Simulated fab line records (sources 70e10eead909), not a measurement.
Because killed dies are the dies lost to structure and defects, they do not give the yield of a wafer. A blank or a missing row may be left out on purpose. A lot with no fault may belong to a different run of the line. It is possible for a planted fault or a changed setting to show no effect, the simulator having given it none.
Which tool did it?	flow nand-harc	36 wafers from 12 lots sampled at 6 of the route's 1159 steps

WHAT THE GAUGES READ, wafer by wafer
NHARC_A_BLC_INSPECT_28.
lot	measured	on	raw-defect-count
L883	day 17 20:33	defect-inspect-01	465 532 585
L882	day 18 00:34	defect-inspect-02	463 735 664
L884	day 18 10:47	defect-inspect-02	683 432 634
L889	day 19 16:47	defect-inspect-01	419 452 446
L890	day 19 21:13	defect-inspect-02	541 255 311
L888	day 19 22:07	defect-inspect-01	290 343 424
L893	day 20 14:02	defect-inspect-02	338 531 320
L891	day 20 14:05	defect-inspect-01	454 508 292
L892	day 20 18:33	defect-inspect-02	703 482 543
L897	day 22 01:15	defect-inspect-02	443 351 444
L898	day 22 01:51	defect-inspect-02	544 424 426
L900	day 22 20:35	defect-inspect-02	382 440 485

NHARC_A_M0_INSPECT_11.
lot	measured	on	raw-defect-count
L883	day 17 21:35	defect-inspect-02	21 16 14
L882	day 18 02:20	defect-inspect-02	30 27 41
L884	day 18 11:41	defect-inspect-02	20 30 38
L889	day 19 17:41	defect-inspect-01	37 25 31
L890	day 19 22:18	defect-inspect-02	12 8 10
L888	day 19 23:01	defect-inspect-02	31 30 32
L893	day 20 14:56	defect-inspect-01	12 10 6
L891	day 20 15:07	defect-inspect-02	27 26 29
L892	day 20 19:27	defect-inspect-01	48 46 53
L897	day 22 02:25	defect-inspect-02	1192 1137 1176
L898	day 22 02:45	defect-inspect-02	60 66 55
L900	day 22 21:36	defect-inspect-02	1195 1160 1182

NHARC_END_SORT_01.
lot	measured	on	defect-limited-yield (%)	killed-at-array	killed-at-other	killed-at-periphery	killed-dies	killed-open	killed-short	sort_bin_2_pct (%)	sort_bin_3_pct (%)	sort_bin_4_pct (%)	sort-n-pass	sort-rim-yield-pct (%)	sort-yield-pct (%)
L882	day 20 12:38	prober-02	95.9 96.0 94.1	24 21 38	0 1 1	4 5 1	28 27 40	4 2 2	0 2 3	1.3 1.5 2.4	0.15 0 0.44	2.7 2.5 3.1	649 650 637	94.3 98.1 91.5	95.9 96.0 94.1
L884	day 20 20:29	prober-02	96.6 95.3 95.0	19 30 27	2 0 3	2 2 4	23 32 34	4 5 4	1 0 2	1.9 1.6 1.3	0 0.30 0.15	1.5 2.8 3.5	654 645 643	97.2 97.2 96.2	96.6 95.3 95.0
L889	day 21 10:00	prober-02	95.0 96.3 95.9	32 24 25	0 0 1	2 1 2	34 25 28	7 3 2	0 2 2	1.0 0.9 1.0	0.74 0.15 0.30	3.2 2.7 2.8	643 652 649	89.6 92.5 93.4	95.0 96.3 95.9
L888	day 22 02:11	prober-02	95.1 94.8 95.6	29 28 27	1 0 0	3 7 3	33 35 30	2 3 2	3 3 1	1.6 1.6 1.9	0.44 0.30 0.30	2.8 3.2 2.2	644 642 647	99.1 96.2 96.2	95.1 94.8 95.6
L893	day 22 09:09	prober-02	98.1 97.9 98.2	12 12 10	0 0 0	1 2 2	13 14 12	1 4 3	1 0 1	0.4 0.9 0.6	0 0.15 0.30	1.5 1.0 0.9	664 663 665	100.0 96.2 98.1	98.1 97.9 98.2
L891	day 22 08:10	prober-01	96.3 96.9 95.3	22 18 26	1 1 0	2 2 6	25 21 32	5 2 4	0 0 3	1.5 0.7 1.8	0.44 0.15 0.30	1.8 2.2 2.7	652 656 645	95.3 92.5 92.5	96.3 96.9 95.3
L897	day 23 22:05	prober-02	87.9 83.6 87.7	77 109 74	1 0 0	4 2 9	82 111 83	2 2 3	2 3 1	4.9 5.9 3.7	3.84 5.32 5.02	3.4 5.2 3.5	595 566 594	82.1 98.1 84.9	87.9 83.6 87.7
L898	day 23 21:19	prober-01	93.9 91.4 92.6	39 57 46	0 0 1	2 1 3	41 58 50	3 5 4	1 3 1	1.5 3.8 2.2	0.89 0.30 0.15	3.7 4.4 5.0	636 619 627	89.6 91.5 87.7	93.9 91.4 92.6
L900	day 24 12:21	prober-01	83.0 77.8 77.4	109 148 148	0 1 0	6 1 5	115 150 153	5 1 6	1 2 2	5.0 7.4 6.1	3.99 6.65 7.53	8.0 8.1 9.0	562 527 524	79.2 93.4 84.0	83.0 77.8 77.4

WHAT TOOL EACH LOT RAN ON (gives the tool, then ch and the chambers of the sampled wafers, and finally the start)
lot	NHARC_A_BLC_ALD_23	NHARC_A_M0_DEP_00	NHARC_A_M0_ETCH_15
L883	ald-metal-03 ch 2,3, day 17 19:25	pecvd-02 ch 0,1, day 17 20:37	rie-diel-13 ch 1,2, no start
L882	ald-metal-02 ch 1,2,3, day 17 23:27	pecvd-03 ch 0,1,2, day 18 01:22	rie-diel-13 ch 0,1,2, day 20 12:38 or earlier
L884	ald-metal-03 ch 0,1,2, day 18 01:07	pecvd-04 ch 0,1,2, day 18 10:50	rie-diel-09 ch 0,1,2, day 20 20:29 or earlier
L889	ald-metal-02 ch 0,1,2, day 19 14:16	pecvd-04 ch 1,2, day 19 16:51	rie-diel-07 ch 1,2,3, day 21 10:00 or earlier
L890	ald-metal-04 ch 1,2, day 19 20:05	pecvd-02 ch 0,2, day 19 21:26	rie-diel-09 ch 2,3, no start
L888	ald-metal-03 ch 0,1, day 19 20:59	pecvd-04 ch 0,1, day 19 22:16	rie-diel-09 ch 0,2,3, day 22 02:11 or earlier
L893	ald-metal-04 ch 0,1,3, day 20 10:17	pecvd-04 ch 0,2, day 20 14:08	rie-diel-09 ch 0,2,3, day 22 09:09 or earlier
L891	ald-metal-03 ch 0,2, day 20 11:07	pecvd-03 ch 1,2, day 20 14:15	rie-diel-13 ch 0,2, day 22 08:10 or earlier
L892	ald-metal-02 ch 0,2, day 20 17:26	pecvd-04 ch 1,2, day 20 18:37	rie-diel-09 ch 2,3, no start
L897	ald-metal-04 ch 0,1,3, day 22 00:08	pecvd-04 ch 0,2, day 22 01:23	rie-diel-09 ch 0,1,3, day 23 22:05 or earlier
L898	ald-metal-02 ch 0,2,3, day 22 00:41	pecvd-03 ch 0,1, day 22 01:58	rie-diel-13 ch 1,2,3, day 23 21:19 or earlier
L900	ald-metal-03 ch 0,1,2, day 22 11:30	pecvd-04 ch 0,1,2, day 22 20:39	rie-diel-07 ch 1,2,3, day 24 12:21 or earlier
- NHARC_A_BLC_ALD_23: deposits TiN, target thk 3 nm, pulse time 1 s, ald cycles 150.
- NHARC_A_M0_DEP_00: deposits SiOC, target thk 150 nm.
- NHARC_A_M0_ETCH_15: etches the open film in C4F8/Ar, target depth 150 nm, overetch 15 nm, time 82.5 s.

AS READ BY THE TOOLS THEMSELVES (means over the sampled wafers that have a number; for cases with no such wafer, the mark the record gives instead)
NHARC_A_BLC_ALD_23.
lot	tool	heater-power-w (W)	precursor-pulse-height-rel
L883	ald-metal-03	1148	0.996
L882	ald-metal-02	1086	0.996
L884	ald-metal-03	1033	1.004
L889	ald-metal-02	1178	1.004
L890	ald-metal-04	1123	0.985
L888	ald-metal-03	973	0.984
L893	ald-metal-04	982	0.995
L891	ald-metal-03	963	0.989
L892	ald-metal-02	1142	0.965
L897	ald-metal-04	975	1.009
L898	ald-metal-02	1076	1.005
L900	ald-metal-03	1064	1.006

NHARC_A_M0_ETCH_15.
lot	tool	bias-w (W)	oes-product-au (a.u.)	rf-vpp-V (V)
L883	rie-diel-13	299.8	0.930	439.8
L882	rie-diel-13	300.3	0.960	438.2
L884	rie-diel-09	299.3	0.929	439.4
L889	rie-diel-07	300.5	0.983	438.6
L890	rie-diel-09	300.1	0.955	440.6
L888	rie-diel-09	299.8	0.962	438.9
L893	rie-diel-09	300.0	0.969	439.3
L891	rie-diel-13	299.7	0.941	437.3
L892	rie-diel-09	301.0	0.951	440.4
L897	rie-diel-09	300.6	0.976	437.8
L898	rie-diel-13	299.6	0.972	440.2
L900	rie-diel-07	300.3	0.929	439.4

THE ANSWER, worked out from the rows above alone
Rule: the lots themselves supply what counts as usual. The widest of any qualifying gaps counts: lots, ordered by their means at a reading, are off when they make up no more than a third of the lots, leave a main group of 4 or more, and stand apart from it by 3 or more times the standard deviation of that group's means. A main group whose means are all the same, to the digits that the tables above print for the reading, isn't used. Also off: a lot with no number at a reading for which 4 or more lots have one. Any other lot the step has rows for is counted as sound. Order of review: gauges by route order, followed by the tools' own readings, for which a lot's mean as printed above is used. At the first step where some lot is off, the reading lying furthest off is the one used; lots without a number count as furthest.
Off, at NHARC_A_M0_INSPECT_11 on raw-defect-count: L897, L900. Mean 30 and standard deviation 15 in the main group.
If a tool, at a process step before that reading, ran all the lots that are off and no sound lot after the first of them, it fits. Not tried: the gauges at NHARC_A_M0_INSPECT_11; whatever is off there is also off at NHARC_END_SORT_01, on other tools, and gauge error can't account for it. One fits: pecvd-04 at NHARC_A_M0_DEP_00. A fault onset in the window from L892 (day 20 18:37, its last sound lot) to L897 (day 22 01:23, its first lot off) fits.

WHAT HAD BEEN PUT IN BY THE SIMULATOR
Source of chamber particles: pecvd-04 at NHARC_A_M0_DEP_00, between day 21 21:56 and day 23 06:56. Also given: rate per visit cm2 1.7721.
Struck lots among those shown: L897, L900. The rule above reached the same finding.
